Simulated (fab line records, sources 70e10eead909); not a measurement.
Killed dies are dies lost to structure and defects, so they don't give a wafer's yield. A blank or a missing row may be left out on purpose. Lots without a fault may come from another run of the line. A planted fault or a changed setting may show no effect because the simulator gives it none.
Chamber matching | flow nand_harc | NHARC_P_M1_PRE_CLEAN_32 on pecvd-01: 3 sister chambers
The step time 12 s. 16 wafers are shown with their chamber, then 8 later ones without.

WAFERS WITH THEIR CHAMBER
wafer  | chamber | heater_power_w (W) | rf_fwd_power_W (W)
L074.1 | 2       | 681                | 291.1
L074.5 | 0       | 633                | 292.4
L074.6 | 1       | 573                | 293.3
L076.1 | 2       | 638                | 292.1
L076.2 | 0       | 639                | 293.5
L076.4 | 0       | 626                | 291.8
L078.3 | 0       | 609                | 293.4
L078.5 | 0       | 619                | 292.4
L078.6 | 2       | 714                | 293.0
L083.2 | 1       | 668                | 292.2
L083.5 | 0       | 641                | 292.2
L083.6 | 2       | 604                | 292.1
L087.2 | 0       | 572                | 292.8
L087.3 | 1       | 624                | 292.4
L087.4 | 0       | 549                | 292.9
L086.3 | 2       | 685                | 292.9

SIGNATURES (means of the wafers above)
reading        | chamber 0 | chamber 1 | chamber 2 | scatter within a chamber
heater_power_w | 611.00    | 621.67    | 664.40    | 39.1
rf_fwd_power_W | 292.675   | 292.633   | 292.240   | 0.648
Rule: a wafer's distance from a chamber is the root of the sum, over the readings, of the square of ((its reading less the chamber's mean) divided by the reading's scatter). The wafer belongs to the nearest chamber; if the next one is less than 2 further off, it can't be placed. The scatter: the root of (the sum of the squares of (reading less its chamber's mean) over the shown wafers, divided by (wafers less chambers)).

WAFERS WITHOUT THEIR CHAMBER
wafer  | heater_power_w (W) | rf_fwd_power_W (W)
L086.4 | 678                | 291.4
L086.5 | 700                | 293.1
L088.1 | 702                | 291.7
L088.4 | 698                | 291.8
L088.5 | 698                | 292.9
L093.1 | 628                | 291.5
L093.5 | 678                | 293.9
L093.6 | 547                | 291.5

WHICH CHAMBER EACH WENT THROUGH
wafer  | from the rows above          | in truth
L086.4 | can't be placed: 2 or 1 or 0 | 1
L086.5 | can't be placed: 2 or 1 or 0 | 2
L088.1 | can't be placed: 2 or 1 or 0 | 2
L088.4 | can't be placed: 2 or 1 or 0 | 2
L088.5 | can't be placed: 2 or 1 or 0 | 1
L093.1 | can't be placed: 2 or 1 or 0 | 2
L093.5 | can't be placed: 1 or 0 or 2 | 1
L093.6 | can't be placed: 0 or 1 or 2 | 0
Placed correctly: 0 of 8. Can't be placed from these rows: 8 (the true chamber is among the candidates in 8). Placed wrongly: 0.
